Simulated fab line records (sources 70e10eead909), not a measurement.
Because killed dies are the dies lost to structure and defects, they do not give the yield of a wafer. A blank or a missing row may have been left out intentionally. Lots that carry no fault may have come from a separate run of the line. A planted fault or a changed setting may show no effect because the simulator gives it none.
fab line records	flow nand-harc
record: lots: 6	wafers: 18	last-day: 24
route steps=1159 shown A_BONDPAD@1068 END@1159
lots untouched by any fault: they come from a run of this same line in which no faults occurred
start-h: hours from the record's opening day to when the first of the lot's shown wafers began	wait-h: hours elapsed since this lot's preceding step	" the same as in the row above	L1.1+2: one row covering several wafers at once	- no value, or no start was given	* or withheld: withheld	< > ~ a bound
route shown NAME@n: a module of which the file shows steps, and the number in the route of the first	usual: average and standard deviation across the fault-free wafers	same: alike in all rows	chamber/n: place in a boat	sites: readings site by site	_std_site: the standard deviation of these	_edge_site: inner sites' mean taken away from outer sites' mean	radius-mm: how far each site lies from the wafer's centre	mask NAME#n: copy n	behind: the tool/chamber that last shaped the wafer	hold: why the lot went on hold/how many hours it stayed there/how the hold came to an end	device: whichever transistor did not switch (one of n, p or np)	end of line: the route-end tests of the same wafers	a step given without rows: its recipe and nothing more	killed: dies that structure and defects cost at the first sort, which is not the same as the wafer's yield	map: shows each die of a wafer: x if killed, . if not, _ if none is there
set.NAME: the run value of the setting; set.NAME@STEP: its run value at that earlier step	model.NAME: the simulator's own value behind a step, which no gauge read
a table for each step, a row for each wafer; lots at some steps of the route
services: when a tool's chamber went out of use (start-h, in hours from the record's first day, below 0 if earlier), for how many hours, and the reason
== steps ==
step: NHARC_A_BONDPAD_EBR_05
step: NHARC_A_BONDPAD_EXPOSE_06
recipe: na: 0.55	dose-mj: 36.99	mask-id: A_BPAD
step: NHARC_A_BONDPAD_PEB_07
recipe: peb-temp-c: 128	peb-time-s: 80
step: NHARC_A_BONDPAD_DEVELOP_08
recipe: time-s: 50	dev-temp-c: 22
step: NHARC_A_BONDPAD_CD_MEAS_09
recipe: target-cd-nm: 500	landing-energy-ev: 500
usual: cd-nm: 500.4/2.2
lot.wafer	tool	chamber	start-h	wait-h	cd-nm
L484.1	cd-sem-02	0	421.64	-	500.0
L484.4	"	0	"	"	499.4
L484.5	"	0	"	"	498.8
L488.1	cd-sem-03	0	454.83	-	504.4
L488.4	"	0	"	"	502.8
L488.6	"	0	"	"	500.6
L495.2	cd-sem-03	0	471.47	-	499.7
L495.4	"	0	"	"	498.7
L495.6	"	0	"	"	502.5
L494.3	cd-sem-02	0	471.51	-	503.6
L494.5	"	0	"	"	505.0
L494.6	"	0	"	"	502.4
L505.1	cd-sem-02	0	546.54	-	503.9
L505.2	"	0	"	"	502.4
L505.3	"	0	"	"	496.9
L504.2	cd-sem-02	0	550.32	-	500.2
L504.5	"	0	"	"	500.3
L504.6	"	0	"	"	500.5
step: NHARC_A_BONDPAD_OVL_MEAS_35
usual: overlay-x-nm: 0/6.2	overlay-y-nm: 0/5.9
lot.wafer	tool	chamber	start-h	wait-h	overlay-x-nm	overlay-y-nm
L484.1	overlay-01	-	421.73	-	1	-3
L484.4	"	-	"	"	1	-2
L484.5	"	-	"	"	1	-3
L488.1	overlay-01	-	454.92	-	1	0
L488.4	"	-	"	"	1	0
L488.6	"	-	"	"	0	0
L495.2	overlay-01	-	471.56	-	-5	-9
L495.4	"	-	"	"	-6	-9
L495.6	"	-	"	"	-5	-9
L494.3	overlay-02	-	471.59	-	0	4
L494.5	"	-	"	"	0	5
L494.6	"	-	"	"	1	4
L505.1	overlay-01	-	546.62	-	-6	-6
L505.2	"	-	"	"	-6	-6
L505.3	"	-	"	"	-5	-6
L504.2	overlay-01	-	550.40	-	-5	-5
L504.5	"	-	"	"	-4	-4
L504.6	"	-	"	"	-4	-4
step: NHARC_A_BONDPAD_HARDBAKE_10
recipe: temp-c: 118	time-s: 65
step: NHARC_A_BONDPAD_DESCUM_11
recipe: time-s: 3	o2-flow-sccm: 200	ar-flow-sccm: 0	bias-power-w: 0	chemistry: O2
usual: drypump-motor-current-A: 5.8/0.39	oes-product-au: 0.998/0.0069	rf-vpp-V: 57.7/0.94	showerhead-plenum-p-Torr: 1.89/0.093	throttle-valve-pct: 11.310/0.01
lot.wafer	tool	chamber	start-h	wait-h	drypump-motor-current-A	oes-product-au	rf-hours-counter-h	rf-vpp-V	showerhead-plenum-p-Torr	throttle-valve-pct
L484.1	rie-diel-03	0	421.85	-	5.5	0.983	1	58.1	1.92	11.314
L484.4	"	3	"	"	6.3	1.010	1	58.2	2.02	11.300
L484.5	"	0	"	"	5.5	0.988	-	57.4	1.92	11.312
L488.1	rie-diel-03	1	455.07	-	5.6	0.998	2	57.5	1.88	11.296
L488.4	"	3	"	"	6.3	1.005	2	58.8	2.02	11.311
L488.6	"	1	"	"	5.6	0.998	-	57.9	1.88	11.316
L495.2	rie-diel-03	3	471.69	-	6.3	1.004	3	58.1	2.02	11.315
L495.4	"	1	"	"	5.6	1.000	3	57.0	1.88	11.326
L495.6	"	0	"	"	5.5	0.998	-	58.0	1.92	11.327
L494.3	rie-diel-11	1	471.73	-	5.6	0.995	17	57.3	1.77	11.327
L494.5	"	3	"	"	5.2	0.988	-	58.5	1.77	11.310
L494.6	"	0	"	"	5.2	0.999	-	58.6	1.97	11.303
L505.3	rie-diel-03	2	546.75	-	6.1	0.996	6	57.3	1.79	11.321
L505.2	"	3	"	"	6.3	0.993	6	58.7	2.02	11.313
L505.1	"	0	"	"	5.5	0.988	6	58.0	1.92	11.317
L504.2	rie-diel-03	3	550.54	-	6.3	1.000	6	59.1	2.02	11.304
L504.6	"	1	"	"	5.6	1.001	-	58.7	1.88	11.301
L504.5	"	2	"	"	6.2	0.993	-	57.4	1.79	11.318
step: NHARC_A_BONDPAD_ETCH_34
recipe: target-depth-a: 600	overetch-a: 180	time-s: 65.91	ion-energy-ev: 200	n2-flow-sccm: 150	h2-flow-sccm: 150	ar-flow-sccm: 0	rf-w: 400	bias-w: 150	chemistry: N2/H2
usual: drypump-motor-current-A: 5.8/0.38	oes-product-au: 0.995/0.0066	rf-vpp-V: 429.8/2.8	run-length-s: 87.2/0.45	showerhead-plenum-p-Torr: 2.01/0.1	throttle-valve-pct: 14.173/0.0086
lot.wafer	tool	chamber	start-h	wait-h	drypump-motor-current-A	oes-product-au	rf-hours-counter-h	rf-vpp-V	run-length-s	showerhead-plenum-p-Torr	throttle-valve-pct
L484.4	rie-diel-03	0	421.94	0.1	5.5	0.995	1	429.9	86.7	2.05	14.184
L484.1	"	3	"	"	6.3	1.001	1	434.1	86.7	2.16	14.165
L484.5	"	1	"	"	5.7	1.003	-	430.3	87.8	2.00	14.166
L488.4	rie-diel-03	3	455.15	0.1	6.3	0.994	2	434.1	87.2	2.16	14.168
L488.1	"	2	"	"	6.2	1.007	2	426.1	87.8	1.90	14.180
L488.6	"	3	"	"	6.3	0.997	-	433.2	86.6	2.16	14.173
L495.2	rie-diel-03	0	471.78	0.1	5.5	0.991	3	431.5	86.9	2.05	14.170
L495.4	"	1	"	"	5.6	0.995	3	428.2	87.4	2.00	14.159
L495.6	"	2	"	"	6.2	0.986	-	426.2	87.1	1.90	14.178
L494.3	rie-diel-11	2	471.81	0.1	5.8	0.993	18	425.6	87.8	1.89	14.170
L494.5	"	0	"	"	5.2	0.998	-	432.0	87.6	2.10	14.163
L494.6	"	1	"	"	5.6	0.995	-	426.2	87.1	1.88	14.152
L505.1	rie-diel-03	3	546.84	0.1	6.3	1.004	6	433.8	86.7	2.16	14.166
L505.2	"	0	"	"	5.5	0.983	6	431.6	86.8	2.04	14.192
L505.3	"	1	"	"	5.6	0.991	5	430.1	87.7	2.00	14.182
L504.2	rie-diel-03	1	550.65	0.1	5.6	0.998	5	430.0	87.3	2.00	14.172
L504.5	"	1	"	"	5.6	0.999	-	429.9	87.8	2.00	14.164
L504.6	"	2	"	"	6.2	1.001	-	427.0	87.1	1.90	14.164
step: NHARC_A_BONDPAD_ETCH_12
recipe: target-depth-a: 2200	time-s: 110	chf3-flow-sccm: 50	o2-flow-sccm: 10	ar-flow-sccm: 200	rf-w: 500	bias-w: 200	chemistry: CHF3/O2
usual: drypump-motor-current-A: 5.8/0.37	oes-product-au: 0.946/0.023	rf-vpp-V: 369.9/2.4	run-length-s: 131.3/0.4	showerhead-plenum-p-Torr: 2.37/0.11	throttle-valve-pct: 20.572/0.0098
lot.wafer	tool	chamber	start-h	wait-h	drypump-motor-current-A	oes-product-au	rf-hours-counter-h	rf-vpp-V	run-length-s	showerhead-plenum-p-Torr	throttle-valve-pct
L484.4	rie-diel-03	3	-	-	6.3	0.973	1	374.5	130.6	2.53	20.589
L484.1	"	1	"	"	5.6	0.947	1	369.5	131.4	2.36	20.575
L484.5	"	0	"	"	5.5	0.949	-	371.0	130.7	2.41	20.554
L488.1	rie-diel-03	2	-	-	6.2	0.963	2	366.9	131.5	2.25	20.582
L488.4	"	3	"	"	6.3	0.947	2	373.2	131.3	2.53	20.575
L488.6	"	1	"	"	5.6	0.938	-	370.1	131.4	2.36	20.578
L495.4	rie-diel-03	3	-	-	6.3	0.960	3	374.2	130.9	2.53	20.575
L495.2	"	0	"	"	5.6	0.953	3	370.3	130.8	2.41	20.583
L495.6	"	2	"	"	6.2	0.969	-	366.7	131.2	2.25	20.582
L494.3	rie-diel-11	3	-	-	5.2	0.963	17	367.9	131.8	2.23	20.579
L494.6	"	1	"	"	5.7	0.977	-	366.3	130.8	2.22	20.569
L494.5	"	2	"	"	5.9	0.979	-	367.1	131.5	2.24	20.570
L505.3	rie-diel-03	0	-	-	5.5	0.963	6	370.4	130.7	2.41	20.560
L505.1	"	1	"	"	5.6	0.959	5	368.0	131.5	2.36	20.580
L505.2	"	2	"	"	6.2	0.957	6	367.6	131.2	2.25	20.583
L504.2	rie-diel-03	1	-	-	5.6	0.924	5	371.6	131.3	2.36	20.574
L504.5	"	1	"	"	5.6	0.930	-	369.1	131.7	2.36	20.576
L504.6	"	2	"	"	6.2	0.932	-	366.9	131.4	2.25	20.574
step: NHARC_A_BONDPAD_CD_MEAS_13
usual: cd-nm: 500.4/2.4
lot.wafer	tool	chamber	start-h	wait-h	cd-nm
L484.1	cd-sem-01	-	422.17	-	500.5
L484.4	"	-	"	"	501.4
L484.5	"	-	"	"	498.6
L488.1	cd-sem-01	-	455.38	-	504.7
L488.4	"	-	"	"	501.8
L488.6	"	-	"	"	500.3
L495.2	cd-sem-02	-	472.00	-	499.4
L495.4	"	-	"	"	498.5
L495.6	"	-	"	"	503.4
L494.3	cd-sem-01	-	472.07	-	503.3
L494.5	"	-	"	"	503.9
L494.6	"	-	"	"	501.7
L505.1	cd-sem-03	-	547.06	-	504.7
L505.2	"	-	"	"	502.8
L505.3	"	-	"	"	496.7
L504.2	cd-sem-02	-	550.88	-	499.7
L504.5	"	-	"	"	501.2
L504.6	"	-	"	"	501.9
step: NHARC_A_BONDPAD_STRIP_15
recipe: o2-flow-sccm: 500	ar-flow-sccm: 0	bias-w: 0	chemistry: O2
usual: drypump-motor-current-A: 5.8/0.38	oes-product-au: 0.995/0.0078	rf-vpp-V: 57.7/0.92	showerhead-plenum-p-Torr: 3.48/0.16	throttle-valve-pct: 17.036/0.009
lot.wafer	tool	chamber	start-h	wait-h	drypump-motor-current-A	oes-product-au	rf-hours-counter-h	rf-vpp-V	showerhead-plenum-p-Torr	throttle-valve-pct
L484.1	rie-diel-03	2	422.26	0.1	6.2	0.985	1	57.1	3.31	17.038
L484.4	"	3	"	"	6.3	0.999	1	58.5	3.71	17.044
L484.5	"	2	"	"	6.2	1.003	-	59.2	3.31	17.032
L488.4	rie-diel-03	2	455.47	0.1	6.2	1.000	2	58.2	3.31	17.057
L488.1	"	3	"	"	6.3	1.000	2	57.6	3.71	17.042
L488.6	"	2	"	"	6.2	0.991	-	57.3	3.31	17.037
L495.2	rie-diel-03	3	472.12	0.1	6.3	0.991	3	56.6	3.71	17.037
L495.4	"	0	"	"	5.5	0.989	3	57.3	3.54	17.057
L495.6	"	1	"	"	5.7	0.996	-	56.9	3.47	17.013
L494.3	rie-diel-03	2	472.19	0.1	6.2	0.991	3	56.3	3.31	17.030
L494.5	"	2	"	"	6.1	1.002	-	58.6	3.31	17.029
L494.6	"	3	"	"	6.3	1.000	-	58.4	3.71	17.034
L505.2	rie-diel-03	2	547.13	0.1	6.2	1.003	6	58.6	3.31	17.029
L505.1	"	3	"	"	6.3	0.997	6	58.3	3.71	17.043
L505.3	"	1	"	"	5.6	0.995	5	57.9	3.47	17.026
L504.2	rie-diel-03	2	550.99	0.1	6.2	1.006	6	57.4	3.31	17.030
L504.6	"	0	"	"	5.5	0.995	-	57.7	3.53	17.035
L504.5	"	1	"	"	5.6	0.996	-	59.1	3.47	17.032
step: NHARC_A_BONDPAD_ETCH_24
recipe: target-depth-a: 300	over-etch-frac: 0.3	time-s: 72.99	ion-energy-ev: 150	cf4-flow-sccm: 50	n2-flow-sccm: 100	ar-flow-sccm: 150	rf-w: 300	bias-w: 100	chemistry: CF4/N2
usual: drypump-motor-current-A: 5.8/0.39	oes-product-au: 0.995/0.0076	rf-vpp-V: 313.8/2.2	run-length-s: 94.3/0.45	showerhead-plenum-p-Torr: 2.60/0.12	throttle-valve-pct: 19.794/0.0095
lot.wafer	tool	chamber	start-h	wait-h	drypump-motor-current-A	oes-product-au	rf-hours-counter-h	rf-vpp-V	run-length-s	showerhead-plenum-p-Torr	throttle-valve-pct
L484.1	rie-diel-03	2	422.41	-	6.2	0.985	1	313.6	94.2	2.46	19.798
L484.4	"	3	"	"	6.3	1.009	1	315.8	93.9	2.77	19.789
L484.5	"	0	"	"	5.5	0.994	-	314.5	94.1	2.63	19.789
L488.1	rie-diel-03	3	455.60	-	6.3	1.005	2	317.9	94.2	2.76	19.782
L488.4	"	0	"	"	5.5	1.001	2	315.0	94.0	2.63	19.776
L488.6	"	0	"	"	5.5	0.989	-	315.4	94.0	2.63	19.801
L495.2	rie-diel-03	0	472.29	-	5.5	0.992	3	314.9	93.7	2.63	19.809
L495.4	"	1	"	"	5.6	1.000	3	313.9	94.8	2.58	19.786
L495.6	"	3	"	"	6.3	0.998	-	319.0	74.5	2.76	19.805
L494.3	rie-diel-03	1	472.36	-	5.6	0.988	3	313.9	74.9	2.58	19.783
L494.6	"	2	"	"	6.2	0.992	-	311.8	74.8	2.46	19.790
L494.5	"	3	"	"	6.3	0.998	-	317.5	93.8	2.76	19.790
L505.3	rie-diel-03	1	547.29	-	5.6	0.992	5	314.3	94.4	2.58	19.786
L505.2	"	2	"	"	6.2	0.998	6	310.7	94.3	2.46	19.775
L505.1	"	0	"	"	5.5	0.970	6	314.3	94.0	2.63	19.778
L504.2	rie-diel-03	0	551.11	-	5.5	0.985	6	314.0	94.2	2.63	19.779
L504.5	"	0	"	"	5.5	0.991	-	314.7	93.8	2.63	19.781
L504.6	"	1	"	"	5.6	0.998	-	313.5	94.7	2.58	19.795
step: NHARC_A_BONDPAD_STRIP_16
recipe: time-s: 600	temp-c: 30	chemistry: post-etch-residue-remover
step: NHARC_END_SORT_01
recipe: temp-c: 25
usual: defect-limited-yield: 95.7/1.5	killed-at-array: 25/9.5	killed-at-other: 0.8/1.2	killed-at-periphery: 3.4/2.2	killed-dies: 29/10	killed-open: 3.3/1.8	killed-short: 2.1/1.4	sort_bin_2_pct: 1.4/0.63	sort_bin_3_pct: 0.22/0.2	sort_bin_4_pct: 2.7/0.96	sort-n-pass: 648/10	sort-rim-yield-pct: 95.6/2.8	sort-yield-pct: 95.7/1.5
same: gross-dies: 677	sort_bin_5_pct[%]: 0	sort_bin_6_pct[%]: 0	sort_bin_7_pct[%]: 0	sort_bin_8_pct[%]: 0	sort-rim-n-gross: 106.00
lot.wafer	tool	chamber	start-h	wait-h	defect-limited-yield[%]	killed-at-array	killed-at-other	killed-at-periphery	killed-dies	killed-open	killed-short	sort_bin_2_pct[%]	sort_bin_3_pct[%]	sort_bin_4_pct[%]	sort-n-pass	sort-rim-yield-pct[%]	sort-yield-pct[%]
L484.1	prober-02	0	465.12	2.5	94.7	31	0	5	36	3	2	1.5	0.44	3.4	641	98.1	94.7
L484.4	prober-02	0	467.53	3.4	95.4	28	0	3	31	3	2	1.2	0.15	3.2	646	96.2	95.4
L484.5	prober-02	0	468.33	3.7	96.3	22	0	3	25	4	3	1.3	0	2.4	652	96.2	96.3
L488.1	prober-01	0	485.90	2.5	94.5	31	3	3	37	2	2	1.5	0.74	3.2	640	92.5	94.5
L488.4	prober-01	0	488.30	3.4	96.3	17	5	3	25	4	2	1.0	0	2.7	652	93.4	96.3
L488.6	prober-01	0	489.90	4.0	96.0	24	2	1	27	2	0	1.6	0.15	2.2	650	98.1	96.0
L495.2	prober-02	0	511.78	2.8	96.8	18	0	4	22	1	3	0.7	0	2.5	655	90.6	96.8
L495.4	prober-02	0	513.40	3.4	97.0	17	2	1	20	3	2	0.6	0	2.4	657	90.6	97.0
L495.6	prober-02	0	515.02	4.1	95.6	26	0	4	30	2	2	2.5	0.30	1.6	647	97.2	95.6
L494.3	prober-01	0	512.42	3.1	95.7	29	0	0	29	2	1	1.0	0.74	2.5	648	97.2	95.7
L494.5	prober-01	0	514.02	3.7	95.9	26	0	2	28	3	2	1.3	0.44	2.4	649	95.3	95.9
L494.6	prober-01	0	514.82	4.0	96.8	22	0	0	22	0	4	1.2	0	2.1	655	99.1	96.8
L505.1	prober-02	0	575.68	2.5	98.1	7	0	6	13	2	3	0.4	0.30	1.2	664	96.2	98.1
L505.2	prober-02	0	576.48	2.8	96.5	23	1	0	24	2	2	1.2	0	2.4	653	100.0	96.5
L505.3	prober-02	0	577.29	3.1	97.5	15	1	1	17	1	4	0.6	0.44	1.5	660	96.2	97.5
L504.2	prober-02	0	584.30	2.8	95.4	28	1	2	31	4	3	1.6	0.44	2.5	646	89.6	95.4
L504.5	prober-02	0	586.69	3.7	95.3	31	0	1	32	1	0	2.2	0.15	2.4	645	96.2	95.3
L504.6	prober-02	0	587.49	4.0	95.1	29	0	4	33	2	4	1.0	0.30	3.5	644	90.6	95.1
killed by level:class
L484.1 A_SLIT:chamber-film-flake=13 A_CHANNEL_HOLE_D1:chamber-film-flake=8 A_CONTACT:chamber-film-flake=4 P_STI:chamber-film-flake=2 A_STAIRCASE:chamber-film-flake=2 P_CONTACT:geometric-particle:short=1 P_M0:geometric-particle:open=1 A_WL_FILL:geometric-particle:open=1
L484.4 A_SLIT:chamber-film-flake=10 A_CHANNEL_HOLE_D1:chamber-film-flake=9 A_CONTACT:chamber-film-flake=2 A_STAIRCASE:chamber-film-flake=2 P_GATE:geometric-particle:open=1 P_M1:geometric-particle:open=1 A_ONON_D1:geometric-particle:short=1 A_WL_FILL:geometric-particle:short=1
L484.5 A_CHANNEL_HOLE_D1:chamber-film-flake=10 A_SLIT:chamber-film-flake=3 A_STAIRCASE:chamber-film-flake=2 P_GATE:geometric-particle:open=1 P_M0:geometric-particle:short=1 A_ONON_D1:geometric-particle:short=1 A_ONON_D1:geometric-particle:open=1 A_SGD_CUT:geometric-particle:open=1
L488.1 A_CHANNEL_HOLE_D1:chamber-film-flake=13 A_SLIT:chamber-film-flake=9 P_STI:chamber-film-flake=3 THIN_TSV:chamber-film-flake=3 A_ZERO_WELL:chamber-film-flake=2 A_SGD_CUT:geometric-particle:open=1 A_WL_FILL:geometric-particle:short=1 A_CONTACT:geometric-particle:open=1
L488.4 A_CHANNEL_HOLE_D1:chamber-film-flake=5 THIN_TSV:chamber-film-flake=5 A_SLIT:chamber-film-flake=4 A_WL_FILL:geometric-particle:open=2 A_ZERO_WELL:chamber-film-flake=2 A_WL_FILL:chamber-film-flake=2 P_GATE:geometric-particle:open=1 P_M1:geometric-particle:short=1
L488.6 A_SLIT:chamber-film-flake=12 A_CHANNEL_HOLE_D1:chamber-film-flake=5 A_WL_FILL:chamber-film-flake=3 THIN_TSV:chamber-film-flake=2 A_CONTACT:geometric-particle:open=1 A_M0:geometric-particle:open=1 P_STI:chamber-film-flake=1 A_ZERO_WELL:chamber-film-flake=1
L495.2 A_SLIT:chamber-film-flake=10 P_STI:chamber-film-flake=2 P_GATE:chamber-film-flake=2 A_CHANNEL_HOLE_D1:chamber-film-flake=2 A_CONTACT:chamber-film-flake=2 A_CHANNEL_HOLE_D1:geometric-particle:short=1 A_CHANNEL_FILL_D1:geometric-particle:open=1 A_CHANNEL_FILL_D1:geometric-particle:short=1
L494.3 A_CHANNEL_HOLE_D1:chamber-film-flake=16 A_WL_FILL:chamber-film-flake=5 A_STAIRCASE:chamber-film-flake=2 A_CONTACT:chamber-film-flake=2 A_CHANNEL_HOLE_D1:geometric-particle:short=1 A_CHANNEL_FILL_D1:geometric-particle:open=1 A_CONTACT:geometric-particle:open=1 A_SLIT:chamber-film-flake=1
L495.4 A_SLIT:chamber-film-flake=7 A_WL_FILL:geometric-particle:short=2 A_CONTACT:chamber-film-flake=2 HYBRID_BOND:latent=2 A_CHANNEL_FILL_D1:geometric-particle:open=1 A_WL_FILL:geometric-particle:open=1 A_M1:geometric-particle:open=1 P_STI:chamber-film-flake=1
L494.5 A_CHANNEL_HOLE_D1:chamber-film-flake=20 A_WL_FILL:chamber-film-flake=2 P_M0:geometric-particle:short=1 A_ONON_D1:geometric-particle:open=1 A_CHANNEL_FILL_D1:geometric-particle:short=1 A_CONTACT:geometric-particle:open=1 A_M0:geometric-particle:open=1 P_STI:chamber-film-flake=1
L494.6 A_CHANNEL_HOLE_D1:chamber-film-flake=16 A_ONON_D1:geometric-particle:short=2 A_M0:geometric-particle:short=1 A_M1:geometric-particle:short=1 A_STAIRCASE:chamber-film-flake=1 A_WL_FILL:chamber-film-flake=1
L495.6 A_SLIT:chamber-film-flake=13 A_BONDPAD:area-etch=4 P_M0:chamber-film-flake=2 A_CHANNEL_HOLE_D1:chamber-film-flake=2 A_STAIRCASE:chamber-film-flake=2 A_CONTACT:chamber-film-flake=2 P_M0:geometric-particle:open=1 A_ONON_D1:geometric-particle:short=1
L505.1 P_ZERO_WELL:chamber-film-flake=3 P_M0:geometric-particle:open=2 A_M0:geometric-particle:short=2 A_CHANNEL_HOLE_D1:chamber-film-flake=2 A_WL_FILL:geometric-particle:short=1 P_STI:chamber-film-flake=1 A_SLIT:chamber-film-flake=1 A_WL_FILL:chamber-film-flake=1
L505.2 A_CHANNEL_HOLE_D1:chamber-film-flake=10 A_CONTACT:chamber-film-flake=4 A_STAIRCASE:chamber-film-flake=2 A_CHANNEL_FILL_D1:geometric-particle:short=1 A_CONTACT:geometric-particle:short=1 A_CONTACT:geometric-particle:open=1 A_M1:geometric-particle:open=1 A_CHANNEL_FILL_D1:chamber-film-flake=1
L505.3 A_CHANNEL_HOLE_D1:chamber-film-flake=6 A_CONTACT:chamber-film-flake=4 A_SOURCE_PLATE:geometric-particle:short=1 A_CHANNEL_FILL_D1:geometric-particle:short=1 A_WL_FILL:geometric-particle:short=1 A_WL_FILL:geometric-particle:open=1 STARTING-WAFER:geometric-particle:short=1 P_ZERO_WELL:chamber-film-flake=1
L504.2 A_SLIT:chamber-film-flake=10 A_CONTACT:chamber-film-flake=5 A_CHANNEL_HOLE_D1:chamber-film-flake=3 A_WL_FILL:chamber-film-flake=3 A_M0:geometric-particle:open=2 P_ZERO_WELL:chamber-film-flake=2 A_SOURCE_PLATE:geometric-particle:open=1 A_CHANNEL_FILL_D1:geometric-particle:open=1
L504.5 A_SLIT:chamber-film-flake=20 A_CHANNEL_HOLE_D1:chamber-film-flake=4 A_STAIRCASE:chamber-film-flake=3 A_CONTACT:chamber-film-flake=3 A_CONTACT:geometric-particle:open=1 P_ZERO_WELL:chamber-film-flake=1
L504.6 A_SLIT:chamber-film-flake=9 A_CHANNEL_HOLE_D1:chamber-film-flake=5 A_CONTACT:chamber-film-flake=4 P_ZERO_WELL:chamber-film-flake=3 A_WL_FILL:chamber-film-flake=3 A_STAIRCASE:chamber-film-flake=2 P_CONTACT:geometric-particle:short=1 A_CHANNEL_FILL_D1:geometric-particle:open=1
== services ==
tool	chamber	start-h	hours	kind
rie-diel-03	0	401.33	-	clean
rie-diel-03	1	401.33	-	clean
rie-diel-03	2	401.33	-	clean
rie-diel-03	3	401.33	-	clean
rie-diel-03	0	425.83	-	clean
rie-diel-03	1	425.83	-	clean
rie-diel-03	2	425.83	-	clean
rie-diel-03	3	425.83	-	clean
rie-diel-03	0	450.33	-	clean
rie-diel-03	1	450.33	-	clean
rie-diel-03	2	450.33	-	clean
rie-diel-03	3	450.33	-	clean
rie-diel-03	0	474.83	-	clean
rie-diel-03	1	474.83	-	clean
rie-diel-03	2	474.83	-	clean
rie-diel-03	3	474.83	-	clean
rie-diel-03	0	499.33	-	clean
rie-diel-03	1	499.33	-	clean
rie-diel-03	2	499.33	-	clean
rie-diel-03	3	499.33	-	clean
rie-diel-11	3	516.17	7.5	repair
rie-diel-03	0	523.83	-	clean
rie-diel-03	1	526.19	13.8	repair
rie-diel-11	-	543.50	9.0	pm
== key ==
first-sign: step: NHARC_A_BONDPAD_ETCH_24	reading: run-length-s	direction: down	sigmas: 44	usual: *	struck: *
effect none on later readings
met-at NHARC_A_BONDPAD_ETCH_24
struck-wafers L494.3,L494.6,L495.6
onset-between 455.60 472.29
fault: kind: process-parameter-drift	tool: rie-diel-03	chamber: -	onset-h: 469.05	steps: NHARC_A_BONDPAD_ETCH_24	channel: time-s	offset: *	shape: step	end-h: 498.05	scope: struck-wafers-only	acts-in: *	stated: *
